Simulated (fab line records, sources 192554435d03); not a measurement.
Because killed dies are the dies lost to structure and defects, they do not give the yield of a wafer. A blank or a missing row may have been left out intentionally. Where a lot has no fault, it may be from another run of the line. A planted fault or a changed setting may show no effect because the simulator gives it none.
Chamber matching | flow n5-finfet | rie-diel-05 running N5_BEOL_M2_DESCUM_16: 4 sister chambers
The step chemistry O2, time 7 s. 8 wafers are shown with their chamber, then 10 later ones without.

## WAFERS, EACH WITH ITS CHAMBER
wafer  | chamber | showerhead-plenum-p-Torr (Torr) | drypump-motor-current-A (A)
L079.4 | 2       | 2.22                            | 5.2
L081.4 | 1       | 2.16                            | 5.1
L085.4 | 1       | 2.16                            | 5.1
L085.5 | 3       | 2.15                            | 5.5
L086.4 | 3       | 2.15                            | 5.6
L088.4 | 2       | 2.21                            | 5.2
L090.3 | 0       | 1.99                            | 6.4
L090.4 | 0       | 1.99                            | 6.4

## WAFERS MISSING THEIR CHAMBER
wafer  | showerhead-plenum-p-Torr (Torr) | drypump-motor-current-A (A)
L090.6 | 2.21                            | 5.2
L095.2 | 2.14                            | 5.5
L095.3 | 2.21                            | 5.2
L095.4 | 2.15                            | 5.2
L092.4 | 2.15                            | 5.2
L092.5 | 2.14                            | 5.6
L092.6 | 1.98                            | 6.4
L097.1 | 1.98                            | 6.5
L097.2 | 2.21                            | 5.2
L097.3 | 2.14                            | 5.5

## WHICH CHAMBER EACH WENT THROUGH
wafer  | from the rows above | in truth
L090.6 | 2                   | 2
L095.2 | 3                   | 3
L095.3 | 2                   | 2
L095.4 | 1                   | 1
L092.4 | 1                   | 1
L092.5 | 3                   | 3
L092.6 | 0                   | 0
L097.1 | 0                   | 0
L097.2 | 2                   | 2
L097.3 | 3                   | 3
Correct placement for 10 of the 10. From these rows, 0 cannot be placed. 0 placed wrongly.
How it was worked out, from the rows above alone: a wafer's distance from a chamber is the root of the sum, over the readings, of the square of ((its reading less the chamber's mean) divided by the reading's scatter). If the next closest chamber is less than 2 further off than the closest, the wafer can't be placed; otherwise it belongs to the closest. The mean given for a chamber averages the wafers shown for that chamber. The scatter: take each reading less its chamber's mean, square it, sum over the shown wafers, divide by the number of wafers less the number of chambers, and take the root.
